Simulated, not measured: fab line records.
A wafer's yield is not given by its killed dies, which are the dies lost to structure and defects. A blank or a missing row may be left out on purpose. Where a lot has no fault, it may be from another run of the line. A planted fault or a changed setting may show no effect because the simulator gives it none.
Chamber matching :: flow nand_harc :: NHARC_A_CHANNEL_FILL_D1_ALD_25 on ald_hk-03: 4 sister chambers
The step deposits SiOx, target thk 60 nm, pulse time 10 s, ald cycles 600. 8 wafers are shown with their chamber, then 7 later ones without.

== WAFERS PAIRED WITH THEIR CHAMBERS ==
wafer: L954.1
chamber: 2
heater_power_w (W): 447
precursor_pulse_height_rel: 0.988

wafer: L957.3
chamber: 2
heater_power_w (W): 457
precursor_pulse_height_rel: 1.032

wafer: L958.5
chamber: 0
heater_power_w (W): 455
precursor_pulse_height_rel: 0.986

wafer: L959.1
chamber: 3
heater_power_w (W): 389
precursor_pulse_height_rel: 0.994

wafer: L959.2
chamber: 1
heater_power_w (W): 461
precursor_pulse_height_rel: 0.989

wafer: L959.3
chamber: 0
heater_power_w (W): 459
precursor_pulse_height_rel: 0.984

wafer: L969.4
chamber: 1
heater_power_w (W): 466
precursor_pulse_height_rel: 0.961

wafer: L969.1
chamber: 3
heater_power_w (W): 397
precursor_pulse_height_rel: 1.009

== WAFERS WHOSE CHAMBER IS MISSING ==
wafer: L969.6
heater_power_w (W): 463
precursor_pulse_height_rel: 1.036

wafer: L973.2
heater_power_w (W): 470
precursor_pulse_height_rel: 0.990

wafer: L973.4
heater_power_w (W): 436
precursor_pulse_height_rel: 1.005

wafer: L973.5
heater_power_w (W): 442
precursor_pulse_height_rel: 1.000

wafer: L975.2
heater_power_w (W): 466
precursor_pulse_height_rel: 0.983

wafer: L975.3
heater_power_w (W): 473
precursor_pulse_height_rel: 1.001

wafer: L975.6
heater_power_w (W): 397
precursor_pulse_height_rel: 1.008

== THE CHAMBER EACH PASSED THROUGH ==
wafer: L969.6
from the rows above: can't be placed: 2 or 0 or 1
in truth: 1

wafer: L973.2
from the rows above: can't be placed: 1 or 0
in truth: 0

wafer: L973.4
from the rows above: can't be placed: 2 or 0
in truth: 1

wafer: L973.5
from the rows above: can't be placed: 2 or 0
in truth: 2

wafer: L975.2
from the rows above: can't be placed: 1 or 0
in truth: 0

wafer: L975.3
from the rows above: can't be placed: 1 or 0 or 2
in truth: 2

wafer: L975.6
from the rows above: 3
in truth: 3
Correctly placed: 1 of 7. These rows do not allow placing 6 (true chamber among the candidates in 5). Number placed wrongly: 0.
How it was worked out, from the rows above alone: a wafer's distance from a chamber is the root of the sum, over the readings, of the square of ((its reading less the chamber's mean) divided by the reading's scatter). If the next closest chamber is less than 2 further off than the closest, the wafer can't be placed; otherwise it belongs to the closest. A chamber's mean is the mean of its shown wafers. The scatter is the square root of a quotient: the sum, over the shown wafers, of each reading's squared deviation from its chamber's mean, divided by wafers minus chambers.
